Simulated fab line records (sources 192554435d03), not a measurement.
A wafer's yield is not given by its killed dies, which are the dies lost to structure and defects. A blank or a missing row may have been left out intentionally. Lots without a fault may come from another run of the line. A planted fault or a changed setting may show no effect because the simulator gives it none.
Which tool is to blame?    flow n5-finfet    24 lots with 72 wafers sampled at 6 steps, on a route of 1938 steps

== WHAT THE GAUGES SHOWED, per wafer ==
N5_BEOL_M1_CD_MEAS_28: target cd y 23.3 nm.
lot   measured      on         cd-nm (nm)
L074  day 6 06:09   cd-sem-01  24.29 23.74 23.94
L075  day 6 19:10   cd-sem-01  23.70 23.93 24.00
L076  day 7 07:04   cd-sem-02  23.65 23.62 23.84
L077  day 7 08:49   cd-sem-02  23.85 24.12 23.87
L078  day 7 11:32   cd-sem-03  23.98 23.82 23.65
L079  day 7 16:32   cd-sem-03  24.07 24.11 24.11
L080  day 7 19:13   cd-sem-03  24.19 23.78 23.79
L081  day 7 21:13   cd-sem-03  23.90 24.46 23.98
L082  day 8 02:07   cd-sem-01  24.00 24.55 23.96
L083  day 8 10:04   cd-sem-03  24.31 24.42 24.40
L084  day 8 17:34   cd-sem-01  23.89 23.83 23.97
L085  day 9 01:42   cd-sem-02  23.66 23.71 23.76
L086  day 9 02:56   cd-sem-01  23.42 23.91 23.80
L087  day 9 08:23   cd-sem-01  24.33 23.72 24.10
L088  day 9 14:11   cd-sem-03  23.78 23.89 23.87
L089  day 9 23:35   cd-sem-02  23.74 23.94 24.00
L090  day 10 10:00  cd-sem-01  23.88 23.85 23.89
L091  day 10 11:26  cd-sem-03  24.16 24.06 23.72
L092  day 10 13:55  cd-sem-03  24.30 24.26 23.88
L093  day 10 23:08  cd-sem-03  24.37 23.99 23.68
L095  day 11 11:43  cd-sem-03  23.82 24.26 23.86
L094  day 11 15:50  cd-sem-01  24.32 24.01 23.93
L096  day 11 15:39  cd-sem-02  24.01 24.02 23.96
L097  day 11 18:21  cd-sem-01  24.27 23.64 24.19

N5_BEOL_M1_OVL_MEAS_29.
lot   measured      on          V0_OVL (nm)
L074  day 6 06:11   overlay-02  0.1 0.2 0.0
L075  day 6 19:11   overlay-02  -0.7 0.6 0.1
L076  day 7 07:06   overlay-02  -0.4 0.1 -0.2
L077  day 7 08:50   overlay-02  -0.8 0.8 0.7
L078  day 7 11:34   overlay-01  -0.2 0.2 0.5
L079  day 7 16:34   overlay-02  -0.7 -0.9 0.1
L080  day 7 19:15   overlay-02  0.2 0.6 -0.2
L081  day 7 21:15   overlay-01  -0.8 -0.3 -0.6
L082  day 8 02:09   overlay-01  0.5 -0.1 0.5
L083  day 8 10:06   overlay-02  0.0 0.2 0.1
L084  day 8 17:36   overlay-02  -0.7 0.1 0.4
L085  day 9 01:44   overlay-02  -1.1 -0.8 -0.8
L086  day 9 02:58   overlay-02  0.7 0.9 0.4
L087  day 9 08:25   overlay-01  -0.3 -0.8 0.2
L088  day 9 14:13   overlay-01  0.9 0.3 0.5
L089  day 9 23:37   overlay-02  -0.5 -0.4 0.1
L090  day 10 10:02  overlay-01  0.4 -0.2 0.2
L091  day 10 11:29  overlay-01  -0.6 -0.8 -0.2
L092  day 10 13:57  overlay-02  -0.5 0.2 -0.2
L093  day 10 23:10  overlay-01  -0.3 -0.2 -0.2
L095  day 11 11:44  overlay-02  -0.3 -1.1 -0.5
L094  day 11 15:52  overlay-01  0.2 0.5 -0.5
L096  day 11 15:41  overlay-02  -0.9 -1.6 -0.4
L097  day 11 18:23  overlay-01  -0.4 -0.1 0.3

== EACH LOT AND THE TOOL THAT RAN IT (in order: tool; ch and the chambers of the sampled wafers; start) ==
lot   N5_BEOL_M0_SURFACE_TREAT_137  N5_BEOL_M0_SPUTTER_116        N5_BEOL_M0_CO_CAP_123             N5_BEOL_M1_ILD_DEP_00
L074  pvd-sputter-03, day 5 23:37   pvd-sputter-01, day 5 23:46   cvd-co-02 ch 1,2, day 6 01:37     pecvd-04 ch 0,1,2, day 6 01:52
L075  pvd-sputter-02, day 6 12:56   pvd-sputter-01, day 6 13:37   cvd-co-02 ch 0,1,2, day 6 15:00   pecvd-04 ch 0,2, day 6 15:15
L076  pvd-sputter-03, day 7 02:22   pvd-sputter-03, day 7 02:33   cvd-co-01 ch 0,1, day 7 04:23     pecvd-04 ch 0,1, day 7 04:41
L077  pvd-sputter-02, day 7 02:48   pvd-sputter-03, day 7 02:59   cvd-co-01 ch 0,2, day 7 04:46     pecvd-02 ch 0,1, day 7 05:01
L078  pvd-sputter-01, day 7 07:43   pvd-sputter-01, day 7 08:02   cvd-co-02 ch 1,2, day 7 09:17     pecvd-04 ch 0,1, day 7 09:32
L079  pvd-sputter-01, day 7 13:02   pvd-sputter-01, day 7 13:18   cvd-co-01 ch 0,1,2, day 7 14:31   pecvd-03 ch 0,1,2, day 7 14:46
L080  pvd-sputter-01, day 7 14:52   pvd-sputter-03, day 7 15:45   cvd-co-02 ch 0,2, day 7 17:05     pecvd-02 ch 1,2, day 7 17:20
L081  pvd-sputter-01, day 7 17:23   pvd-sputter-02, day 7 17:35   cvd-co-02 ch 0,1,2, day 7 18:49   pecvd-04 ch 1,2, day 7 19:20
L082  pvd-sputter-02, day 7 19:40   pvd-sputter-01, day 7 19:50   cvd-co-01 ch 0,1,2, day 7 21:11   pecvd-03 ch 0,2, day 7 21:26
L083  pvd-sputter-01, day 8 05:49   pvd-sputter-02, day 8 06:53   cvd-co-02 ch 0,2, day 8 08:06     pecvd-02 ch 1,2, day 8 08:22
L084  pvd-sputter-02, day 8 12:41   pvd-sputter-01, day 8 12:58   cvd-co-01 ch 0,1,2, day 8 14:11   pecvd-03 ch 0,1,2, day 8 14:26
L085  pvd-sputter-02, day 8 20:34   pvd-sputter-03, day 8 20:45   cvd-co-02 ch 0,2, day 8 21:59     pecvd-03 ch 0,1, day 8 22:14
L086  pvd-sputter-03, day 8 23:15   pvd-sputter-01, day 8 23:25   cvd-co-01 ch 0,1,2, day 9 00:39   pecvd-02 ch 0,1,2, day 9 00:54
L087  pvd-sputter-03, day 9 03:10   pvd-sputter-03, day 9 03:23   cvd-co-01 ch 0,1, day 9 04:43     pecvd-03 ch 0,1, day 9 04:58
L088  pvd-sputter-03, day 9 08:38   pvd-sputter-02, day 9 09:07   cvd-co-01 ch 0,2, day 9 10:53     pecvd-03 ch 1,2, day 9 11:08
L089  pvd-sputter-02, day 9 19:29   pvd-sputter-02, day 9 19:41   cvd-co-01 ch 0,1,2, day 9 20:54   pecvd-02 ch 1,2, day 9 21:09
L090  pvd-sputter-02, day 10 02:59  pvd-sputter-01, day 10 05:35  cvd-co-02 ch 0,1, day 10 06:50    pecvd-03 ch 1,2, day 10 07:04
L091  pvd-sputter-02, day 10 07:10  pvd-sputter-03, day 10 07:58  cvd-co-01 ch 0,1,2, day 10 09:20  pecvd-02 ch 0,1,2, day 10 09:35
L092  pvd-sputter-02, day 10 09:52  pvd-sputter-02, day 10 10:02  cvd-co-02 ch 0,1,2, day 10 11:50  pecvd-02 ch 0,1, day 10 12:05
L093  pvd-sputter-03, day 10 18:16  pvd-sputter-02, day 10 18:37  cvd-co-01 ch 0,1,2, day 10 19:50  pecvd-02 ch 0,2, day 10 20:05
L095  pvd-sputter-01, day 11 07:51  pvd-sputter-01, day 11 08:08  cvd-co-02 ch 0,1,2, day 11 09:21  pecvd-03 ch 1,2, day 11 09:36
L094  pvd-sputter-03, day 11 10:01  pvd-sputter-01, day 11 10:43  cvd-co-02 ch 0,1,2, day 11 11:56  pecvd-03 ch 0,1, day 11 12:11
L096  pvd-sputter-03, day 11 10:03  pvd-sputter-03, day 11 10:18  cvd-co-01 ch 1,2, day 11 11:50    pecvd-03 ch 0,1, day 11 12:05
L097  pvd-sputter-03, day 11 14:45  pvd-sputter-03, day 11 15:02  cvd-co-01 ch 0,1,2, day 11 16:16  pecvd-03 ch 0,1,2, day 11 16:31
- N5_BEOL_M0_SURFACE_TREAT_137
- N5_BEOL_M0_SPUTTER_116: material Cu, target thk 4 nm, time 7.37 s.
- N5_BEOL_M0_CO_CAP_123: material Co, precursor CCTBA/H2, target thk 2 nm, time 102.1 s.
- N5_BEOL_M1_ILD_DEP_00: deposits SiOC from DEMS/O2, target thk 79 nm, time 15.3 s.

== AS READ BY THE TOOLS THEMSELVES (means over the sampled wafers that have a number; for cases with no such wafer, the mark the record gives instead) ==
N5_BEOL_M0_SPUTTER_116.
lot   tool            throttle-valve-pct (%)
L074  pvd-sputter-01  29.8
L075  pvd-sputter-01  29.9
L076  pvd-sputter-03  30.2
L077  pvd-sputter-03  29.1
L078  pvd-sputter-01  30.0
L079  pvd-sputter-01  29.3
L080  pvd-sputter-03  29.1
L081  pvd-sputter-02  29.3
L082  pvd-sputter-01  29.8
L083  pvd-sputter-02  30.6
L084  pvd-sputter-01  29.6
L085  pvd-sputter-03  31.5
L086  pvd-sputter-01  29.6
L087  pvd-sputter-03  30.4
L088  pvd-sputter-02  30.2
L089  pvd-sputter-02  30.7
L090  pvd-sputter-01  29.9
L091  pvd-sputter-03  28.1
L092  pvd-sputter-02  30.0
L093  pvd-sputter-02  29.7
L095  pvd-sputter-01  29.8
L094  pvd-sputter-01  29.6
L096  pvd-sputter-03  30.2
L097  pvd-sputter-03  29.9

N5_BEOL_M0_CO_CAP_123.
lot   tool       heater-power-w (W)
L074  cvd-co-02  239
L075  cvd-co-02  238
L076  cvd-co-01  246
L077  cvd-co-01  239
L078  cvd-co-02  239
L079  cvd-co-01  232
L080  cvd-co-02  235
L081  cvd-co-02  238
L082  cvd-co-01  232
L083  cvd-co-02  228
L084  cvd-co-01  228
L085  cvd-co-02  228
L086  cvd-co-01  226
L087  cvd-co-01  247
L088  cvd-co-01  216
L089  cvd-co-01  231
L090  cvd-co-02  250
L091  cvd-co-01  233
L092  cvd-co-02  240
L093  cvd-co-01  232
L095  cvd-co-02  238
L094  cvd-co-02  237
L096  cvd-co-01  213
L097  cvd-co-01  233

N5_BEOL_M1_ILD_DEP_00.
lot   tool      heater-power-w (W)  showerhead-plenum-p-Torr (Torr)  throttle-valve-pct (%)
L074  pecvd-04  587                 5.677                            12.0
L075  pecvd-04  554                 5.672                            12.2
L076  pecvd-04  577                 5.688                            12.0
L077  pecvd-02  490                 5.707                            12.0
L078  pecvd-04  563                 5.675                            11.8
L079  pecvd-03  500                 5.697                            11.9
L080  pecvd-02  579                 5.702                            11.9
L081  pecvd-04  569                 5.673                            12.0
L082  pecvd-03  497                 5.705                            11.6
L083  pecvd-02  611                 5.712                            11.8
L084  pecvd-03  451                 5.702                            11.9
L085  pecvd-03  421                 5.689                            12.3
L086  pecvd-02  583                 5.693                            11.8
L087  pecvd-03  457                 5.687                            12.2
L088  pecvd-03  544                 5.704                            11.6
L089  pecvd-02  642                 5.709                            11.7
L090  pecvd-03  570                 5.702                            11.4
L091  pecvd-02  589                 5.703                            11.8
L092  pecvd-02  589                 5.709                            12.1
L093  pecvd-02  525                 5.691                            11.7
L095  pecvd-03  507                 5.698                            11.8
L094  pecvd-03  415                 5.698                            12.4
L096  pecvd-03  389                 5.696                            12.5
L097  pecvd-03  486                 5.688                            11.9

== THE ANSWER, worked out from the rows above alone ==
Rule: the usual values come from the lots themselves. Put in order of their means at a reading, lots are off if they are a third of the lots or fewer, leave a main group of 4 or more, and stand apart from it by a gap of 3 or more times the standard deviation of the main group's means; of several such gaps the widest counts. A main group whose means are all the same, to the digits that the tables above print for the reading, isn't used. A lot without any number at a reading at which 4 lots or more have one is off too. The other lots that the step has rows for count as sound. First the gauges in route order, then the tools' own readings, where a lot's mean is used as printed above. At the first step where some lot is off, the reading lying furthest off is the one used; lots without a number count as furthest.
None of the lots is off at any reading shown; this tells nothing.

== WHAT THE SIMULATOR PUT IN ==
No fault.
